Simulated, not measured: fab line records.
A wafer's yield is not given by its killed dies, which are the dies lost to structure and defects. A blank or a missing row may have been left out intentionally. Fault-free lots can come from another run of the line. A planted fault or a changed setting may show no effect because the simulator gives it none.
Chamber matching | flow n5 finfet | rie diel-04 running N5_BEOL_M10_DESCUM_16: 4 sister chambers
The step chemistry O2, time 7.9 s. 4 wafers are shown with their chamber, then 8 later ones without.

## EACH WAFER AND ITS CHAMBER
wafer  | chamber | throttle valve pct (%)
L089.5 | 0       | 20.26
L088.2 | 3       | 20.32
L088.4 | 2       | 20.76
L094.1 | 1       | 20.24

## WAFERS MISSING THEIR CHAMBER
wafer  | throttle valve pct (%)
L094.2 | 20.78
L094.3 | 20.27
L095.4 | 20.35
L095.5 | 20.34
L095.6 | 20.27
L096.2 | 20.34
L096.3 | 20.25
L096.6 | 20.36

## EACH ONE'S CHAMBER
wafer  | from the rows above          | in truth
L094.2 | 2                            | 2
L094.3 | can't be placed: 0 or 1 or 3 | 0
L095.4 | 3                            | 3
L095.5 | 3                            | 3
L095.6 | can't be placed: 0 or 1 or 3 | 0
L096.2 | 3                            | 3
L096.3 | can't be placed: 0 or 1      | 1
L096.6 | 3                            | 3
5 of 8 placed correctly. Can't be placed from these rows: 3 (the true chamber is among the candidates in 3). Number placed wrongly: 0.
How it was worked out, from the rows above alone: a wafer's distance from a chamber is the root of the sum, over the readings, of the square of ((its reading less the chamber's mean) divided by the reading's scatter). If the next closest chamber is less than 2 further off than the closest, the wafer can't be placed; otherwise it belongs to the closest. For every chamber, the mean is computed from those of its wafers that are shown. The scatter: with one shown wafer a chamber, the root of the mean of the squares of how far each hidden wafer lies from its nearest shown one.
